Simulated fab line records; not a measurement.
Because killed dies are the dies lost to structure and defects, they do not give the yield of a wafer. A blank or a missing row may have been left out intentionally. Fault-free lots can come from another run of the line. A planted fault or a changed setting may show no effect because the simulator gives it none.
Matching of chambers / flow n5 finfet / ald metal-01 running N5_BEOL_M10_ALD_74: 4 sister chambers
The step deposits TaN, target thk 2 nm, pulse time 2 s, purge time 3 s. 4 wafers are shown with their chamber, then 10 later ones without.

## WAFERS PAIRED WITH THEIR CHAMBERS
wafer=L087.2; chamber=1; heater power w (W)=422
wafer=L091.3; chamber=0; heater power w (W)=368
wafer=L092.1; chamber=3; heater power w (W)=398
wafer=L092.4; chamber=2; heater power w (W)=378

## WAFERS WHOSE CHAMBER IS MISSING
wafer=L092.5; heater power w (W)=366
wafer=L094.2; heater power w (W)=374
wafer=L094.3; heater power w (W)=357
wafer=L094.6; heater power w (W)=361
wafer=L095.2; heater power w (W)=391
wafer=L095.4; heater power w (W)=400
wafer=L095.5; heater power w (W)=393
wafer=L096.3; heater power w (W)=391
wafer=L096.4; heater power w (W)=371
wafer=L096.6; heater power w (W)=397

## WHICH CHAMBER EACH ONE RAN IN
wafer=L092.5; from the rows above=can't be placed: 0 or 2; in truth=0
wafer=L094.2; from the rows above=can't be placed: 2 or 0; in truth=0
wafer=L094.3; from the rows above=can't be placed: 0 or 2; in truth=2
wafer=L094.6; from the rows above=can't be placed: 0 or 2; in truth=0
wafer=L095.2; from the rows above=can't be placed: 3 or 2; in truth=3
wafer=L095.4; from the rows above=3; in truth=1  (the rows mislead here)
wafer=L095.5; from the rows above=can't be placed: 3 or 2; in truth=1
wafer=L096.3; from the rows above=can't be placed: 3 or 2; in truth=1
wafer=L096.4; from the rows above=can't be placed: 0 or 2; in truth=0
wafer=L096.6; from the rows above=3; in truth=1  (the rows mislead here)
Correctly placed: 0 of 10. These rows do not allow placing 8 (true chamber among the candidates in 6). Wrongly placed: 2.
How it was worked out, from the rows above alone: a wafer's distance from a chamber is the root of the sum, over the readings, of the square of ((its reading less the chamber's mean) divided by the reading's scatter). If the next closest chamber is less than 2 further off than the closest, the wafer can't be placed; otherwise it belongs to the closest. The mean given for a chamber averages the wafers shown for that chamber. The scatter: with one shown wafer a chamber, the root of the mean of the squares of how far each hidden wafer lies from its nearest shown one.
